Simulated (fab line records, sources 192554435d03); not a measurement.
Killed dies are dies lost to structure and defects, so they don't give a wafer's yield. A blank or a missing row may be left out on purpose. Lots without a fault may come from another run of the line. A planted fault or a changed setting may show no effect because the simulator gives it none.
Chamber matching | flow n5_finfet | N5_HKMG_FIN_ETCH_58 on rie_diel-06: 4 sister chambers
The step etches SOC in N2/H2, target depth 215.8 nm, time 741 s. 20 wafers are shown with their chamber, then 10 later ones without.

WAFERS WITH THEIR CHAMBER
wafer  | chamber | drypump_motor_current_A (A) | showerhead_plenum_p_Torr (Torr) | oes_product_au (a.u.)
L074.1 | 1       | 5.5                         | 2.60                            | 0.71
L074.4 | 0       | 4.9                         | 2.52                            | 0.92
L074.5 | 1       | 5.5                         | 2.60                            | 0.71
L075.3 | 3       | 5.7                         | 2.49                            | 0.71
L075.4 | 1       | 5.5                         | 2.60                            | 0.70
L075.6 | 2       | 6.4                         | 2.39                            | 0.67
L076.2 | 3       | 5.7                         | 2.48                            | 0.71
L076.3 | 0       | 4.9                         | 2.51                            | 0.91
L076.5 | 3       | 5.7                         | 2.48                            | 0.71
L080.2 | 1       | 5.6                         | 2.59                            | 0.69
L080.3 | 3       | 5.7                         | 2.48                            | 0.69
L080.5 | 3       | 5.7                         | 2.48                            | 0.70
L081.2 | 3       | 5.7                         | 2.48                            | 0.69
L081.5 | 0       | 4.8                         | 2.51                            | 0.89
L081.6 | 3       | 5.7                         | 2.48                            | 0.69
L085.4 | 1       | 5.6                         | 2.59                            | 0.69
L085.5 | 0       | 4.8                         | 2.51                            | 0.89
L085.6 | 3       | 5.7                         | 2.48                            | 0.68
L086.2 | 1       | 5.6                         | 2.59                            | 0.69
L086.4 | 3       | 5.7                         | 2.47                            | 0.69

SIGNATURES (means of the wafers above)
reading                  | chamber 0 | chamber 1 | chamber 2 | chamber 3 | scatter within a chamber
drypump_motor_current_A  | 4.850     | 5.550     | 6.400     | 5.700     | 0.0395
showerhead_plenum_p_Torr | 2.5125    | 2.5950    | 2.3900    | 2.4800    | 0.00515
oes_product_au           | 0.9025    | 0.6983    | 0.6700    | 0.6967    | 0.0116
Rule: a wafer's distance from a chamber is the root of the sum, over the readings, of the square of ((its reading less the chamber's mean) divided by the reading's scatter). The wafer belongs to the nearest chamber; if the next one is less than 2 further off, it can't be placed. The scatter: the root of (the sum of the squares of (reading less its chamber's mean) over the shown wafers, divided by (wafers less chambers)).

WAFERS WITHOUT THEIR CHAMBER
wafer  | drypump_motor_current_A (A) | showerhead_plenum_p_Torr (Torr) | oes_product_au (a.u.)
L086.5 | 4.8                         | 2.51                            | 0.89
L087.2 | 4.8                         | 2.51                            | 0.88
L087.3 | 6.4                         | 2.70                            | 0.94
L087.6 | 5.6                         | 2.59                            | 0.68
L090.3 | 5.6                         | 2.47                            | 0.69
L090.4 | 6.4                         | 2.70                            | 0.92
L090.6 | 4.9                         | 2.51                            | 0.87
L093.1 | 5.6                         | 2.58                            | 0.67
L093.2 | 6.4                         | 2.70                            | 0.91
L093.6 | 5.6                         | 2.58                            | 0.68

WHICH CHAMBER EACH WENT THROUGH
wafer  | from the rows above | in truth
L086.5 | 0                   | 0
L087.2 | 0                   | 0
L087.3 | 1                   | 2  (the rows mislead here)
L087.6 | 1                   | 1
L090.3 | 3                   | 3
L090.4 | 1                   | 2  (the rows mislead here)
L090.6 | 0                   | 0
L093.1 | 1                   | 1
L093.2 | 1                   | 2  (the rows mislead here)
L093.6 | 1                   | 1
Placed correctly: 7 of 10. Can't be placed from these rows: 0. Placed wrongly: 3.
